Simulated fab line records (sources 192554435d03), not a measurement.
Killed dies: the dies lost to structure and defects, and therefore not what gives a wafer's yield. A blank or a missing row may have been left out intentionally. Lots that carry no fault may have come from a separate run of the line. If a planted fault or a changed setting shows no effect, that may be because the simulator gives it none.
Split-lot trial ; flow n5_finfet ; 21 wafers read across 7 lots, on a route 1938 steps long

ON THE SPLIT
At N5_BEOL_M11_TRENCH_ETCH_37 (etches SiCOH lowk in C4F6/O2, target depth 148.83 nm, time 48 s), the setting source_w was moved away from the recipe's 345 W on 10 of the 21 wafers read, by -15.8% to +17.8%. This setting was run at the recipe's value on the other wafers.

FROM THE SPLIT TO THE READING: what the file shows between them, 2 steps
- N5_BEOL_M11_ETCH_41: etches SiCN in CH3F/O2, target depth 42.6 nm, time 86 s
- N5_BEOL_M11_STRIP_77: strips in N2/H2, time 10 s

THE READING
trench_depth_nm, in nm, at N5_BEOL_M11_OCD_MEAS_38. A value of 147.7 nm with a standard deviation of 2.6 nm is what fault-free wafers of this fab line usually give.

wafer;tool, chamber at the split;source_w as run, W;against the recipe;trench_depth_nm, nm;against lot-mates on the recipe
L079.2;rie_diel-02, 3;319.9;-7.3%;141.7;-6.7
L079.3;rie_diel-02, 0;319.9;-7.3%;145.5;-2.9
L079.5;rie_diel-02, 0;345;recipe;148.4;-
L077.1;rie_diel-04, 0;302.1;-12.4%;140.8;-6.7
L077.3;rie_diel-04, 1;302.1;-12.4%;138.6;-8.9
L077.5;rie_diel-04, 1;345;recipe;147.5;-
L078.1;rie_diel-05, 2;290.6;-15.8%;133.2;-12.4
L078.2;rie_diel-05, 0;345;recipe;148.6;-
L078.6;rie_diel-05, 2;345;recipe;142.5;-
L080.1;rie_diel-02, 1;345;recipe;149.7;-
L080.2;rie_diel-02, 2;398.8;+15.6%;154.0;+4.3
L080.6;rie_diel-02, 3;398.8;+15.6%;155.6;+5.9
L084.2;rie_diel-02, 2;345;recipe;145.9;-
L084.5;rie_diel-02, 2;374.9;+8.7%;149.8;+2.2
L084.6;rie_diel-02, 1;345;recipe;149.2;-
L083.3;rie_diel-02, 1;345;recipe;149.1;-
L083.4;rie_diel-02, 2;345;recipe;146.3;-
L083.6;rie_diel-02, 2;345;recipe;146.0;-
L090.1;rie_diel-04, 2;406.4;+17.8%;158.3;+11.3
L090.5;rie_diel-04, 1;345;recipe;147.0;-
L090.6;rie_diel-04, 0;406.4;+17.8%;155.9;+8.9

THE FIT
A straight line over all 21 wafers: trench_depth_nm changes by +0.581 nm for each +1% of source_w; r = +0.94; the points scatter about the line by 2.2 nm.
The same after taking each lot's own level away (the mean of its wafers on the recipe; 21 wafers): +0.544 nm for each +1%; r = +0.93; scatter 2 nm.
Per that fit: largest source_w move, reading shift of 9.7 nm.
Measured against the standard deviation above, the lots' own levels, which go from 145.55 to 149.70 nm, span 1.6 times it.
So the lot-to-lot level changes the slope little: the two slopes agree.
Check: for one of the wafers moved furthest among these (+17.8%), held out of the fit, the line's prediction against its lot-mates is +8.33 nm. Against them it came out at +11.3 nm.
Tool readings at the split's step, against how far the setting was moved: rf_vpp_V r = -0.97.

FURTHER SPLITS ON THESE WAFERS
Other splits were also applied to these wafers ahead of the reading. Each is held against what the fit with the lots' levels taken away leaves over:
other split on the same wafers;wafers away from the commonest value;r with trench_depth_nm (lot level and that fit taken away)
N5_BEOL_M11_ETCH_66 time_s;5;+0.19

THE WHOLE CHAIN: every reading that the file lists as answering this split, in the file's order
step;what it does;reading;change (the file's fit);r (the file's)
N5_BEOL_M11_TRENCH_ETCH_37;etches SiCOH lowk in C4F6/O2, target depth 148.83 nm, time 48 s;rf_vpp_V;-3.37 V for each +1% of the setting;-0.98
N5_BEOL_M11_TRENCH_ETCH_37;etches SiCOH lowk in C4F6/O2, target depth 148.83 nm, time 48 s;etch.depth_nm (the simulator's own value, which no gauge read);+0.555 nm for each +1% of the setting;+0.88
N5_BEOL_M11_TRENCH_ETCH_37;etches SiCOH lowk in C4F6/O2, target depth 148.83 nm, time 48 s;BEOL_M11.feature_depth_nm (the simulator's own value, which no gauge read);+0.554 nm for each +1% of the setting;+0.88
N5_BEOL_M11_OCD_MEAS_38;;trench_depth_nm;+0.554 nm for each +1% of the setting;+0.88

THE FILE'S OWN FIT
trench_depth_nm changes by +0.554 nm for each +1% of source_w, r = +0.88.
